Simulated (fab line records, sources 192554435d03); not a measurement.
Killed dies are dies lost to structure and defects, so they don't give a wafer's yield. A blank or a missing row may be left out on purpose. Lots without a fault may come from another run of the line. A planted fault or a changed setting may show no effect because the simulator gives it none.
fab line records | flow n5_finfet
record lots=7 wafers=21 last_day=17
route steps=1938 shown BEOL_M6@1239 PASSIVATION@1936
lots that met no fault: from a run of the same line without faults
start_h: hours from the record's first day to the start of the lot's first wafer shown | wait_h: hours since the lot's step before | " the same as in the row above | L1.1+2: a row that stands for several wafers | - no value, or no start given | * or withheld: withheld | < > ~ a bound
route shown NAME@n: a module of which the file shows steps, and the number in the route of the first | usual: mean/standard deviation of fault-free wafers | same: alike in all rows | chamber/n: place in a boat | sites: the reading at each site | _std_site: their standard deviation | _edge_site: outer sites' mean less inner sites' | radius_mm: how far each site lies from the wafer's centre | mask NAME#n: copy n | behind: the tool/chamber that last shaped the wafer | hold: why the lot was held/for how many hours/how that ended | device: the transistor (n, p or np) that didn't switch | end of line: the same wafers' tests at the end of the route | a step without rows: its recipe alone | killed: dies lost to structure and defects at the first sort, not the wafer's yield | map: a wafer's dies, x killed, . not, _ none there
set.NAME: the setting as run; set.NAME@STEP: as run at that earlier step | model.NAME: the simulator's own value behind a step, which no gauge read
lots at some steps of the route; a table a step, a row a wafer
services: from which hour (start_h, from the record's first day; less than 0 if before it) a tool's chamber was out of use, for how many hours, and why
## steps
# step N5_BEOL_M6_TRENCH_ETCH_37
# recipe chemistry=C4F6/O2 target_depth_a=944.35 target=SiCOH_lowk time_s=31.5 ion_energy_ev=250 pressure_mtorr=30 source_w=345 bias_w=185 Ar_flow_sccm=300 C4F6_flow_sccm=10 O2_flow_sccm=10
# usual drypump_motor_current_A=5.7/0.43 oes_product_au=0.83/0.06 rf_vpp_V=666/14 showerhead_plenum_p_Torr=2.89/0.081 throttle_valve_pct=20.82/0.28
# same time_s=31.5
# columns lot.wafer tool chamber start_h wait_h drypump_motor_current_A oes_product_au rf_hours_counter_h rf_vpp_V showerhead_plenum_p_Torr throttle_valve_pct
L154.1 rie_diel-03 2 - - 5.5 0.88 48 650 2.99 21.04
L154.4 " 0 " " 6.1 0.80 108 658 2.88 21.36
L154.5 " 3 " " 5.6 0.83 - 701 2.88 20.74
L155.3 rie_diel-06 0 - - 6.2 0.83 68 683 2.98 20.41
L155.4 " 3 " " 5.8 0.85 86 666 2.99 20.74
L155.6 " 2 " " 5.1 0.85 - 665 2.90 20.53
L161.1 rie_diel-06 3 - - 5.8 0.83 100 666 2.99 20.76
L161.3 " 2 " " 5.1 0.83 58 665 2.89 20.54
L161.6 " 0 " " 6.1 0.80 - 684 2.98 20.41
L163.1 rie_diel-02 0 - - 6.5 0.87 59 661 2.79 21.25
L163.3 " 2 " " 5.6 1.00 4 669 2.79 20.66
L163.5 " 2 " " 5.6 0.99 - 669 2.79 20.66
L164.2 rie_diel-03 3 - - 5.6 0.81 81 698 2.88 20.75
L164.4 " 1 " " 5.6 0.87 42 646 2.98 20.62
L164.5 " 0 " " 6.1 0.78 - 656 2.87 21.37
L169.1 rie_diel-06 1 - - 6.1 0.74 145 661 2.73 20.92
L169.5 " 0 " " 6.1 0.78 - 682 2.97 20.46
L169.6 " 1 " " 6.1 0.74 - 661 2.73 20.92
L173.1 rie_diel-06 2 - - 5.1 0.82 79 664 2.88 20.60
L173.2 " 1 " " 6.1 0.74 151 663 2.73 20.91
L173.4 " 0 " " 6.2 0.79 105 683 2.97 20.46
# step N5_BEOL_M6_ETCH_41
# recipe chemistry=CH3F/O2 target=SiCN target_depth_a=297 taper_deg=2 time_s=52 ion_energy_ev=120 mask_material=TiN pressure_mtorr=30 source_w=395 bias_w=75 Ar_flow_sccm=150 CH3F_flow_sccm=30 O2_flow_sccm=20
# step N5_BEOL_M6_STRIP_80
# recipe chemistry=N2/H2 time_s=10 power_w=450 temp_c=40 pressure_mtorr=20 rf_frequency_hz=6e+07 bias_power_w=7 n2_flow_sccm=200 h2_flow_sccm=200
# usual drypump_motor_current_A=5.7/0.43 oes_product_au=0.83/0.061 rf_vpp_V=59.3/0.78 showerhead_plenum_p_Torr=2.58/0.087 throttle_valve_pct=23.6/0.37
# same time_s=10
# columns lot.wafer tool chamber start_h wait_h drypump_motor_current_A oes_product_au rf_hours_counter_h rf_vpp_V showerhead_plenum_p_Torr throttle_valve_pct
L154.1 rie_diel-03 2 - - 5.5 0.88 48 59.6 2.70 24.2
L154.4 " 0 " " 6.1 0.82 108 58.5 2.55 24.2
L154.5 " 3 " " 5.7 0.83 - 58.5 2.58 23.8
L155.3 rie_diel-06 0 - - 6.2 0.83 68 58.6 2.69 23.4
L155.4 " 3 " " 5.8 0.82 86 60.2 2.67 23.4
L155.6 " 2 " " 5.1 0.86 - 60.4 2.59 23.4
L161.1 rie_diel-06 3 - - 5.8 0.81 100 58.7 2.66 23.4
L161.3 " 2 " " 5.1 0.83 58 57.8 2.58 23.4
L161.6 " 0 " " 6.2 0.81 - 57.9 2.69 23.4
L163.1 rie_diel-02 0 - - 6.5 0.88 59 59.9 2.47 24.1
L163.3 " 2 " " 5.6 0.98 4 58.0 2.48 23.4
L163.5 " 2 " " 5.6 0.99 - 59.6 2.48 23.4
L164.2 rie_diel-03 3 - - 5.7 0.82 81 59.8 2.57 23.8
L164.4 " 1 " " 5.6 0.88 42 59.9 2.68 23.1
L164.5 " 0 " " 6.2 0.79 - 59.7 2.55 24.2
L169.1 rie_diel-06 1 - - 6.1 0.75 145 60.3 2.42 23.4
L169.5 " 0 " " 6.1 0.79 - 60.3 2.68 23.5
L169.6 " 1 " " 6.1 0.73 - 58.7 2.42 23.4
L173.1 rie_diel-06 2 - - 5.1 0.82 79 59.6 2.57 23.4
L173.2 " 1 " " 6.1 0.73 151 59.7 2.42 23.4
L173.4 " 0 " " 6.2 0.79 105 59.3 2.68 23.5
# step N5_BEOL_M6_OCD_MEAS_38
# usual trench_depth_nm=95.5/1.9
# columns lot.wafer tool chamber start_h wait_h trench_depth_nm
L154.1 ocd-01 - 212.99 - 95.2
L154.4 " - " " 93.2
L154.5 " - " " 96.8
L155.3 ocd-02 - 216.86 - 94.1
L155.4 " - " " 100.3
L155.6 " - " " 97.5
L161.1 ocd-01 - 258.64 - 98.8
L161.3 " - " " 95.5
L161.6 " - " " 92.9
L163.1 ocd-01 - 258.93 - 95.1
L163.3 " - " " 98.4
L163.5 " - " " 98.2
L164.2 ocd-02 - 260.85 - 95.1
L164.4 " - " " 95.0
L164.5 " - " " 92.7
L169.1 ocd-02 - 303.48 - 93.0
L169.5 " - " " 93.1
L169.6 " - " " 93.9
L173.1 ocd-01 - 323.07 - 97.3
L173.2 " - " " 93.9
L173.4 " - " " 94.4
# step N5_BEOL_M6_HM_STRIP_39
# recipe chemistry=peroxide_tin_strip material=TiN target_depth_a=250 temp_c=50 time_s=158
# step N5_BEOL_M6_SRD_40
# recipe time_s=30 temp_c=23 rinse_liquid=diw dry=ipa_marangoni
# step N5_BEOL_M6_PRECLEAN_42
# recipe chemistry=residue_remover time_s=60 temp_c=40
# step N5_BEOL_M6_SRD_43
# recipe time_s=30 temp_c=23 rinse_liquid=diw dry=ipa_marangoni
# step N5_BEOL_M6_CD_MEAS_35
# recipe target_cd_nm=40 target_cd_y_nm=28 polarity=opening
# usual cd_nm=40.3/0.57
# columns lot.wafer tool chamber start_h wait_h cd_nm
L154.1 cd_sem-03 - 213.16 0.0 41.0
L154.4 " - " " 40.8
L154.5 " - " " 41.5
L155.3 cd_sem-01 - 217.02 0.0 39.9
L155.4 " - " " 38.8
L155.6 " - " " 39.4
L161.1 cd_sem-02 - 258.80 0.0 40.7
L161.3 " - " " 40.7
L161.6 " - " " 40.7
L163.1 cd_sem-02 - 259.10 0.0 40.9
L163.3 " - " " 40.6
L163.5 " - " " 40.9
L164.2 cd_sem-03 - 261.02 0.0 40.2
L164.4 " - " " 39.9
L164.5 " - " " 40.4
L169.1 cd_sem-01 - 303.64 0.0 40.7
L169.5 " - " " 40.7
L169.6 " - " " 40.6
L173.1 cd_sem-02 - 323.23 0.0 40.6
L173.2 " - " " 40.7
L173.4 " - " " 40.1
# step N5_BEOL_M6_CURE_75
# recipe temp_c=370 time_s=120 ambient=DMADMS/He material=SiCOH_lowk
# usual lamp_power_pct=52.32/0.051 wafer_temp_C_max=371.6/0.56
# same time_s=120
# columns lot.wafer tool chamber start_h wait_h lamp_power_pct wafer_temp_C_max
L154.1 uv_cure-02 0 213.35 0.2 52.33 371.0
L154.4 " 0 " " 52.37 371.8
L154.5 " 0 " " 52.39 371.1
L155.3 uv_cure-01 0 217.26 0.2 52.28 372.9
L155.4 " 0 " " 52.33 372.6
L155.6 " 0 " " 52.31 372.6
L161.1 uv_cure-01 1 258.85 0.0 52.30 371.1
L161.3 " 1 " " 52.31 371.5
L161.6 " 1 " " 52.37 371.8
L163.1 uv_cure-01 2 259.15 0.0 52.28 371.6
L163.3 " 2 " " 52.23 371.3
L163.5 " 2 " " 52.22 372.3
L164.2 uv_cure-01 2 261.11 0.1 52.39 371.9
L164.4 " 2 " " 52.36 371.4
L164.5 " 2 " " 52.36 372.2
L169.1 uv_cure-02 1 303.68 0.0 52.30 372.5
L169.5 " 1 " " 52.41 371.3
L169.6 " 1 " " 52.27 371.1
L173.1 uv_cure-03 0 323.27 0.0 52.44 371.5
L173.2 " 0 " " 52.28 371.4
L173.4 " 0 " " 52.25 371.3
# step N5_BEOL_M6_DEGAS_44
# recipe ambient=vacuum temp_c=250 time_s=60
# step N5_BEOL_M6_PRE_CLEAN_45
# recipe gas=H2/He time_s=30 temp_c=250
# usual heater_power_w=333/36
# same time_s=30
# columns lot.wafer tool chamber start_h wait_h heater_power_w
L154.1 pvd_sputter-03 - 213.86 0.0 385
L154.4 " - " " 341
L154.5 " - " " 351
L155.3 pvd_sputter-03 - 217.90 0.0 326
L155.4 " - " " 350
L155.6 " - " " 378
L161.1 pvd_sputter-03 - 259.33 0.0 337
L161.3 " - " " 376
L161.6 " - " " 341
L163.1 pvd_sputter-01 - 259.52 0.0 281
L163.3 " - " " 308
L163.5 " - " " 349
L164.2 pvd_sputter-02 - 261.69 0.0 310
L164.4 " - " " 280
L164.5 " - " " 285
L169.1 pvd_sputter-01 - 304.05 0.0 391
L169.5 " - " " 303
L169.6 " - " " 387
L173.1 pvd_sputter-03 - 325.18 0.0 319
L173.2 " - " " 341
L173.4 " - " " 363
# step N5_BEOL_M6_ALD_77
# recipe material=TaN target_thk_a=20 temp_c=275 ald_precursor_family=PDMAT ald_co_reactant=NH3 pressure_torr=3 carrier_flow_sccm=1500 pulse_time_s=2 purge_time_s=3 co_reactant_purge_time_s=2 co_reactant_pulse_time_s=3 ald_cycles=40 precursor_vessel_temp_c=75 precursor_vessel_pressure_torr=26.25 precursor_vessel_carrier_sccm=1000
# usual ald_cycles=40/0 chamber_pressure_Torr=3.000/0.0068 heater_power_w=416/54 mfc_carrier_sccm=1500/4.3 precursor_vessel_carrier_sccm=1000/3.2
# same co_reactant_purge_time_s=2
# columns lot.wafer tool chamber start_h wait_h ald_cycles chamber_pressure_Torr heater_power_w mfc_carrier_sccm precursor_vessel_carrier_sccm since_wet_clean_h
L154.1 ald_metal-03 1 213.93 0.0 40 3.005 379 1499 1004 4492
L154.4 " 3 " " 40 3.005 402 1502 1000 4492
L154.5 " 1 " " 40 3.009 376 1502 1005 -
L155.3 ald_metal-01 0 217.96 0.0 40 3.014 382 1493 993 6035
L155.4 " 2 " " 40 3.008 386 1497 1002 6035
L155.6 " 1 " " 40 2.985 517 1496 1000 -
L161.1 ald_metal-03 2 259.45 0.1 40 2.995 407 1503 997 4538
L161.3 " 0 " " 43 3.008 394 1494 999 4538
L161.6 " 1 " " 40 3.003 376 1505 1000 -
L163.1 ald_metal-03 0 259.72 0.2 43 2.993 396 1500 996 4538
L163.3 " 2 " " 40 3.003 408 1494 1003 4538
L163.5 " 3 " " 40 3.007 411 1505 1001 -
L164.2 ald_metal-04 2 261.75 0.0 40 2.992 363 1502 1000 3002
L164.4 " 3 " " 40 3.004 456 1503 1001 -
L164.5 " 2 " " 40 2.989 361 1492 1003 -
L169.1 ald_metal-03 1 304.11 0.0 40 2.989 380 1501 992 4582
L169.5 " 1 " " 40 2.992 379 1496 998 -
L169.6 " 0 " " 43 2.994 400 1505 1008 -
L173.1 ald_metal-01 0 325.26 0.1 40 3.013 388 1500 1004 6142
L173.2 " 1 " " 40 2.997 532 1503 1001 6142
L173.4 " 2 " " 40 3.003 374 1500 997 6142
# step N5_BEOL_M6_SURFACE_TREAT_79
# recipe gas=Ar time_s=* ion_energy_ev=* ion_current_ma_cm2=0.5 pressure_mtorr=* ar_flow_sccm=30
# usual throttle_valve_pct=*
# same time_s=*
# columns lot.wafer tool chamber start_h wait_h throttle_valve_pct
L154.1 pvd_sputter-03 - 214.32 0.3 *
L154.4 " - " " *
L154.5 " - " " *
L155.3 pvd_sputter-02 - 218.67 0.6 *
L155.4 " - " " *
L155.6 " - " " *
L161.1 pvd_sputter-03 - 259.81 0.2 *
L161.3 " - " " *
L161.6 " - " " *
L163.1 pvd_sputter-02 - 260.17 0.3 *
L163.3 " - " " *
L163.5 " - " " *
L164.2 pvd_sputter-03 - 262.07 0.2 *
L164.4 " - " " *
L164.5 " - " " *
L169.1 pvd_sputter-02 - 304.39 0.2 *
L169.5 " - " " *
L169.6 " - " " *
L173.1 pvd_sputter-01 - 325.58 0.2 *
L173.2 " - " " *
L173.4 " - " " *
# step N5_PASSIVATION_PROBE_49
# usual defect_limited_yield=91.2/1.5 killed_at_M0_to_M3=36/10 killed_at_M4_up=13/6 killed_at_contacts=11/5.2 killed_at_front_end=40/11 killed_at_other=3.1/2.9 killed_dies=104/17 killed_open=66/12 killed_short=34/7.7 sort_bin_5_function=5.1/0.91 sort_bin_6_memory=3.2/0.67 sort_n_pass=1076/17 sort_yield_pct=91.2/1.5
# same gross_dies=1180 killed_at_back_side=0 sort_bin_4_leakage[%]=0 sort_bin_8_speed[%]=0
# columns lot.wafer tool chamber start_h wait_h defect_limited_yield[%] killed_at_M0_to_M3 killed_at_M4_up killed_at_contacts killed_at_front_end killed_at_other killed_dies killed_open killed_short sort_bin_5_function[%] sort_bin_6_memory[%] sort_n_pass sort_yield_pct[%]
L154.1 prober-02 - 299.46 0.0 93.6 20 15 17 23 1 76 42 32 4.5 1.8 1104 93.6
L154.4 prober-02 - 299.61 0.2 93.5 35 10 13 15 4 77 53 21 4.3 2.0 1103 93.5
L154.5 prober-02 - 299.66 0.2 92.4 23 27 12 27 1 90 56 26 5.2 2.3 1090 92.4
L155.3 prober-01 - 301.11 0.4 90.7 36 23 19 28 4 110 73 31 5.2 3.6 1070 90.7
L155.4 prober-01 - 301.16 0.4 91.4 45 17 12 22 6 102 68 32 5.3 2.9 1078 91.4
L155.6 prober-01 - 301.26 0.5 90.3 33 29 11 28 14 115 75 37 5.1 4.2 1065 90.3
L161.1 prober-02 - 339.95 0.0 92.5 34 8 12 33 1 88 55 29 4.7 2.5 1092 92.5
L161.3 prober-02 - 340.05 0.1 91.4 33 13 13 41 2 102 61 37 4.9 3.2 1078 91.4
L161.6 prober-02 - 340.20 0.3 92.6 25 19 11 27 5 87 54 29 4.0 2.9 1093 92.6
L163.1 prober-02 - 349.31 0.0 92.0 39 10 8 36 1 94 57 37 4.6 3.2 1086 92.0
L163.3 prober-02 - 349.41 0.1 91.2 44 11 2 47 0 104 71 30 5.8 2.7 1076 91.2
L163.5 prober-02 - 349.51 0.2 91.0 46 9 12 36 3 106 62 44 5.3 3.5 1074 91.0
L164.2 prober-02 - 352.96 0.7 93.0 37 6 6 32 2 83 44 34 3.4 3.2 1097 93.0
L164.4 prober-02 - 353.06 0.8 91.5 35 7 9 42 7 100 61 35 4.2 3.4 1080 91.5
L164.5 prober-02 - 353.11 0.9 92.0 32 10 17 33 2 94 67 25 4.7 2.8 1086 92.0
L169.1 prober-01 - 388.67 0.0 90.3 32 4 11 66 2 115 60 43 5.3 2.9 1065 90.3
L169.5 prober-01 - 388.87 0.2 90.3 41 9 9 52 3 114 59 38 5.4 2.8 1066 90.3
L169.6 prober-01 - 388.92 0.3 89.8 51 2 20 45 2 120 81 37 6.1 3.8 1060 89.8
L173.1 prober-02 - 417.28 0.0 92.5 29 10 9 40 0 88 63 25 4.7 2.4 1092 92.5
L173.2 prober-02 - 417.33 0.1 94.7 16 4 6 32 5 63 34 22 2.3 2.5 1117 94.7
L173.4 prober-02 - 417.43 0.2 93.2 27 15 6 32 0 80 58 22 3.7 2.9 1100 93.2
# killed by level:class
L154.1 MOL_CONTACT_COAG:geometric_particle:open=10 MOL_CONTACT_COAG:geometric_particle:short=7 ILD0:geometric_particle:short=5 BEOL_M5:geometric_particle:open=4 GATE_CUT:geometric_particle:short=4 BEOL_M0_SAQP:geometric_particle:open=4 BEOL_M3:geometric_particle:open=4 FIN_SAQP:geometric_particle:short=3
L154.4 BEOL_M0_SAQP:geometric_particle:open=11 MOL_CONTACT_COAG:geometric_particle:open=10 BEOL_M0_SAQP:geometric_particle:short=8 BEOL_M1:geometric_particle:open=7 BEOL_M4:geometric_particle:open=6 STI_FIN_REVEAL:geometric_particle:open=4 FIN_SAQP:geometric_particle:open=3 MOL_CONTACT_COAG:geometric_particle:short=3
L154.5 BEOL_M4:geometric_particle:open=14 MOL_CONTACT_COAG:geometric_particle:open=8 FIN_SAQP:geometric_particle:open=6 BEOL_M0_SAQP:geometric_particle:short=6 BEOL_M3:geometric_particle:open=6 MOL_CONTACT_COAG:geometric_particle:short=4 BEOL_M2:geometric_particle:open=4 STARTING-WAFER:geometric_particle:short=4
L155.3 MOL_CONTACT_COAG:geometric_particle:open=16 BEOL_M4:geometric_particle:open=10 BEOL_M2:geometric_particle:open=8 BEOL_M1:geometric_particle:open=5 GATE_CUT:geometric_particle:short=4 BEOL_M0_SAQP:geometric_particle:open=4 BEOL_M0:geometric_particle:open=4 BEOL_M2:geometric_particle:short=4
L155.4 BEOL_M1:geometric_particle:open=11 MOL_CONTACT_COAG:geometric_particle:open=10 BEOL_M0_SAQP:geometric_particle:open=10 BEOL_M0_SAQP:geometric_particle:short=8 BEOL_M4:geometric_particle:open=7 STI_FIN_REVEAL:geometric_particle:open=5 BEOL_M3:geometric_particle:open=5 FIN_SAQP:geometric_particle:short=4
L155.6 BEOL_M4:geometric_particle:open=13 MOL_CONTACT_COAG:geometric_particle:open=10 STI_FIN_REVEAL:geometric_particle:open=7 GATE_CUT:geometric_particle:short=7 BEOL_M1:geometric_particle:open=7 BEOL_M2:geometric_particle:open=6 PASS1_CAP:geometric_particle:open=5 BEOL_M0:geometric_particle:open=5
L161.1 BEOL_M2:geometric_particle:open=12 DUMMY_GATE:geometric_particle:open=8 MOL_CONTACT_COAG:geometric_particle:open=8 STI_FIN_REVEAL:geometric_particle:open=7 BEOL_M0_SAQP:geometric_particle:short=5 BEOL_M2:geometric_particle:short=4 MOL_CONTACT_COAG:geometric_particle:short=4 BEOL_M0_SAQP:geometric_particle:open=4
L161.3 DUMMY_GATE:geometric_particle:open=11 MOL_CONTACT_COAG:geometric_particle:open=10 BEOL_M0_SAQP:geometric_particle:short=7 FIN_SAQP:geometric_particle:open=6 BEOL_M0:geometric_particle:open=6 BEOL_M3:geometric_particle:open=5 DUMMY_GATE:geometric_particle:short=4 GATE_CUT:geometric_particle:open=4
L161.6 MOL_CONTACT_COAG:geometric_particle:open=9 STI_FIN_REVEAL:geometric_particle:open=7 BEOL_M0_SAQP:geometric_particle:short=6 BEOL_M5:geometric_particle:open=5 STARTING-WAFER:geometric_particle:open=5 DUMMY_GATE:geometric_particle:open=4 BEOL_M0_SAQP:geometric_particle:open=4 BEOL_M1:geometric_particle:open=4
L163.1 FIN_SAQP:geometric_particle:open=13 BEOL_M0_SAQP:geometric_particle:short=11 FIN_SAQP:geometric_particle:short=10 BEOL_M3:geometric_particle:open=10 STI_FIN_REVEAL:geometric_particle:open=6 BEOL_M0_SAQP:geometric_particle:open=5 MOL_CONTACT_COAG:geometric_particle:open=5 BEOL_M2:geometric_particle:open=5
L163.3 FIN_SAQP:geometric_particle:open=11 BEOL_M3:geometric_particle:open=10 BEOL_M2:geometric_particle:open=10 FIN_SAQP:geometric_particle:short=9 STI_FIN_REVEAL:geometric_particle:open=7 BEOL_M0_SAQP:geometric_particle:short=6 BEOL_M0_SAQP:geometric_particle:open=6 DUMMY_GATE:geometric_particle:open=5
L163.5 BEOL_M0_SAQP:geometric_particle:short=20 BEOL_M0_SAQP:geometric_particle:open=10 MOL_CONTACT_COAG:geometric_particle:open=9 FIN_SAQP:geometric_particle:short=8 FIN_SAQP:geometric_particle:open=6 STI_FIN_REVEAL:geometric_particle:open=6 BEOL_M1:geometric_particle:open=6 GATE_CUT:geometric_particle:short=5
L164.2 BEOL_M3:geometric_particle:open=9 FIN_SAQP:geometric_particle:short=7 BEOL_M0_SAQP:geometric_particle:open=7 BEOL_M0_SAQP:geometric_particle:short=7 MOL_CONTACT_COAG:geometric_particle:open=6 DUMMY_GATE:geometric_particle:open=4 GATE_CUT:geometric_particle:open=4 GATE_CUT:geometric_particle:short=3
L164.4 FIN_SAQP:geometric_particle:short=9 FIN_SAQP:geometric_particle:open=9 MOL_CONTACT_COAG:geometric_particle:open=9 BEOL_M0_SAQP:geometric_particle:short=8 GATE_CUT:geometric_particle:short=7 BEOL_M3:geometric_particle:open=7 BEOL_M2:geometric_particle:open=7 DUMMY_GATE:geometric_particle:open=6
L164.5 MOL_CONTACT_COAG:geometric_particle:open=16 BEOL_M3:geometric_particle:open=8 BEOL_M0_SAQP:geometric_particle:short=7 FIN_SAQP:geometric_particle:open=6 BEOL_M0_SAQP:geometric_particle:open=6 BEOL_M4:geometric_particle:open=6 FIN_SAQP:geometric_particle:short=5 DUMMY_GATE:geometric_particle:open=5
L169.1 FIN_SAQP:geometric_particle:open=23 FIN_SAQP:geometric_particle:short=19 HKMG_FIN:area_etch=12 BEOL_M0_SAQP:geometric_particle:short=11 MOL_CONTACT_COAG:geometric_particle:open=10 BEOL_M0_SAQP:geometric_particle:open=10 BEOL_M3:geometric_particle:open=4 DUMMY_GATE:geometric_particle:short=3
L169.5 FIN_SAQP:geometric_particle:short=14 BEOL_M0_SAQP:geometric_particle:open=14 BEOL_M0_SAQP:geometric_particle:short=13 FIN_SAQP:geometric_particle:open=12 HKMG_FIN:area_etch=12 MOL_CONTACT_COAG:geometric_particle:open=7 BEOL_M2:geometric_particle:open=7 BEOL_M4:geometric_particle:open=5
L169.6 MOL_CONTACT_COAG:geometric_particle:open=18 BEOL_M0_SAQP:geometric_particle:open=16 FIN_SAQP:geometric_particle:open=14 BEOL_M0_SAQP:geometric_particle:short=10 FIN_SAQP:geometric_particle:short=9 BEOL_M2:geometric_particle:open=9 BEOL_M1:geometric_particle:open=5 BEOL_M3:geometric_particle:open=5
L173.1 BEOL_M3:geometric_particle:open=12 MOL_CONTACT_COAG:geometric_particle:open=9 STI_FIN_REVEAL:geometric_particle:open=8 FIN_SAQP:geometric_particle:short=7 FIN_SAQP:geometric_particle:open=6 BEOL_M0_SAQP:geometric_particle:open=5 BEOL_M1:geometric_particle:open=5 BEOL_M3:geometric_particle:short=5
L173.2 FIN_SAQP:geometric_particle:short=6 BEOL_M3:geometric_particle:open=6 HKMG_FIN:area_etch=5 STI_FIN_REVEAL:geometric_particle:open=4 GATE_CUT:geometric_particle:short=4 MOL_CONTACT_COAG:geometric_particle:open=4 BEOL_M1:geometric_particle:open=4 FIN_SAQP:geometric_particle:open=3
L173.4 BEOL_M3:geometric_particle:open=14 BEOL_M0_SAQP:geometric_particle:short=8 FIN_SAQP:geometric_particle:open=7 STI_FIN_REVEAL:geometric_particle:open=7 FIN_SAQP:geometric_particle:short=6 BEOL_M4:geometric_particle:open=6 MOL_CONTACT_COAG:geometric_particle:open=5 BEOL_M0_SAQP:geometric_particle:open=5
## services
# columns tool chamber start_h hours kind
rie_diel-02 1 193.11 - clean
rie_diel-02 1 193.11 - consumable_replace:focus_ring
rie_diel-02 1 193.11 25.0 scheduled_down
rie_diel-02 1 193.11 25.0 vent_cycle
rie_diel-03 1 202.38 5.7 repair
ald_metal-04 3 204.08 28.1 repair
rie_diel-03 - 207.12 0.4 repair
uv_cure-03 - 216.83 1.0 pm
rie_diel-02 2 220.79 6.6 repair
rie_diel-02 3 222.10 1.4 repair
uv_cure-02 - 232.01 1.0 pm
uv_cure-02 - 238.47 9.2 pm
rie_diel-03 2 246.73 2.6 repair
ald_metal-04 0 250.53 14.7 repair
ald_metal-01 1 252.08 4.1 repair
ald_metal-03 - 259.98 8.7 pm
pvd_sputter-01 - 265.60 4.9 repair
ald_metal-03 1 272.93 4.8 repair
uv_cure-02 - 281.48 2.8 pm
uv_cure-01 - 295.04 3.0 repair
pvd_sputter-02 - 306.05 1.9 repair
rie_diel-06 - 307.32 2.8 pm
ald_metal-03 0 317.25 10.0 repair
ald_metal-03 1 319.23 13.0 repair
## key
first_sign step=N5_BEOL_M6_ALD_77 reading=ald_cycles direction=up sigmas=99+ usual=* struck=*
effect none on later readings
met_at N5_BEOL_M6_ALD_77
struck_wafers L161.3,L163.1,L169.6
baseline_loss step=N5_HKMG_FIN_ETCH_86 wafers=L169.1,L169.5
fault kind=process_parameter_drift tool=ald_metal-03 chamber=0 onset_h=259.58 steps=N5_BEOL_M6_ALD_77 channel=ald_cycles offset=* shape=step end_h=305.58 acts_in=* stated=*
# baseline_loss: these wafers lose ten dies or more at that step, a loss of the line's own and not of a fault; the sort's usual values leave them out
